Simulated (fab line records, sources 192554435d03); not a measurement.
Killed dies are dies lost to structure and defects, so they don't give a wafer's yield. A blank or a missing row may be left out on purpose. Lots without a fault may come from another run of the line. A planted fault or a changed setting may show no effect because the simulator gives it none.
Split-lot experiment | flow n5_finfet | 7 lots, 21 wafers read, on a route of 1938 steps

THE SPLIT
At N5_SD_EPI_P_ETCH_37 (etches SOC in N2/H2, overetch 108 nm, time 486 s), the setting source_w was moved away from the recipe's 3000 W on 6 of the 21 wafers read, by -12.4% to +14.7%. The other wafers ran this setting at the recipe's value.

The reading is taken at the split's own step.

THE READING
rf_vpp_V, in V, at N5_SD_EPI_P_ETCH_37 (etches SOC in N2/H2, overetch 108 nm, time 486 s). Fault-free wafers of this fab line usually give 240.8 V, standard deviation 1.5 V.

wafer  | tool, chamber at the split | source_w as run, W | against the recipe | rf_vpp_V, V | against lot-mates on the recipe
L075.1 | rie_diel-06, 3             | 3000               | recipe             | 241.5       | -
L075.4 | rie_diel-06, 0             | 3000               | recipe             | 245.4       | -
L075.5 | rie_diel-06, 2             | 3440               | +14.7%             | 228.3       | -15.1
L078.1 | rie_diel-01, 0             | 3000               | recipe             | 242.8       | -
L078.2 | rie_diel-01, 1             | 3000               | recipe             | 241.6       | -
L078.4 | rie_diel-01, 3             | 3000               | recipe             | 240.2       | -
L084.2 | rie_diel-01, 0             | 3000               | recipe             | 242.0       | -
L084.3 | rie_diel-01, 1             | 3000               | recipe             | 242.3       | -
L084.5 | rie_diel-01, 0             | 3000               | recipe             | 241.6       | -
L085.2 | rie_diel-06, 1             | 2688               | -10.4%             | 250.1       | +7.5
L085.4 | rie_diel-06, 0             | 3000               | recipe             | 243.6       | -
L085.6 | rie_diel-06, 3             | 3000               | recipe             | 241.7       | -
L089.1 | rie_diel-06, 0             | 2831               | -5.6%              | 246.1       | +2.8
L089.4 | rie_diel-06, 1             | 2831               | -5.6%              | 246.4       | +3.1
L089.5 | rie_diel-06, 0             | 3000               | recipe             | 243.3       | -
L096.1 | rie_diel-05, 0             | 3000               | recipe             | 238.4       | -
L096.2 | rie_diel-05, 1             | 2628               | -12.4%             | 250.8       | +10.5
L096.3 | rie_diel-05, 3             | 3000               | recipe             | 242.2       | -
L097.2 | rie_diel-05, 1             | 2762               | -7.9%              | 246.8       | +6.4
L097.4 | rie_diel-05, 3             | 3000               | recipe             | 242.9       | -
L097.6 | rie_diel-05, 1             | 3000               | recipe             | 238.0       | -

THE FIT
A straight line over all 21 wafers: rf_vpp_V changes by -0.814 V for each +1% of source_w; r = -0.93; the points scatter about the line by 1.7 V.
The same after taking each lot's own level away (the mean of its wafers on the recipe; 21 wafers): -0.87 V for each +1%; r = -0.95; scatter 1.5 V.
On that fit, the largest move of source_w shifts the reading by 13 V.
The lots' own levels span 240.30 to 243.45 V, that is 2.1 times the standard deviation above.
So the lot-to-lot level changes the slope little: the two slopes agree.
Check: with one of the wafers moved furthest among these (+14.7%) left out of the fit, the line predicts -11.2 V for it against its lot-mates. It came out at -15.1 V against them.
Tool readings at the split's step, against how far the setting was moved: rf_vpp_V r = -0.93.

OTHER SPLITS ON THESE WAFERS
These wafers also went through other splits before the reading. Each is held against what the fit with the lots' levels taken away leaves over:
other split on the same wafers           | wafers away from the commonest value | r with rf_vpp_V (lot level and that fit taken away)
N5_WELL_APT_COAT_02 spin_rpm             | 9                                    | -0.26
N5_PMOS_HMC_CHANNEL_EPI_HM_DEP_34 time_s | 8                                    | +0.17
N5_PMOS_HMC_CHANNEL_EPI_COAT_03 spin_rpm | 7                                    | -0.10
N5_FIN_SAQP_PEB_14 peb_time_s            | 9                                    | -0.07
N5_FIN_CUT_CUT_ETCH_15 time_s            | 9                                    | -0.36
N5_STI_FIN_REVEAL_ALD_14 target_thk_a    | 4                                    | +0.18
N5_DUMMY_GATE_EXPOSE_12 dose_mj          | 5                                    | -0.04
N5_DUMMY_GATE_ETCH_37 source_w           | 8                                    | -0.19

THE FILE'S OWN FIT
rf_vpp_V changes by -0.87 V for each +1% of source_w, r = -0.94.
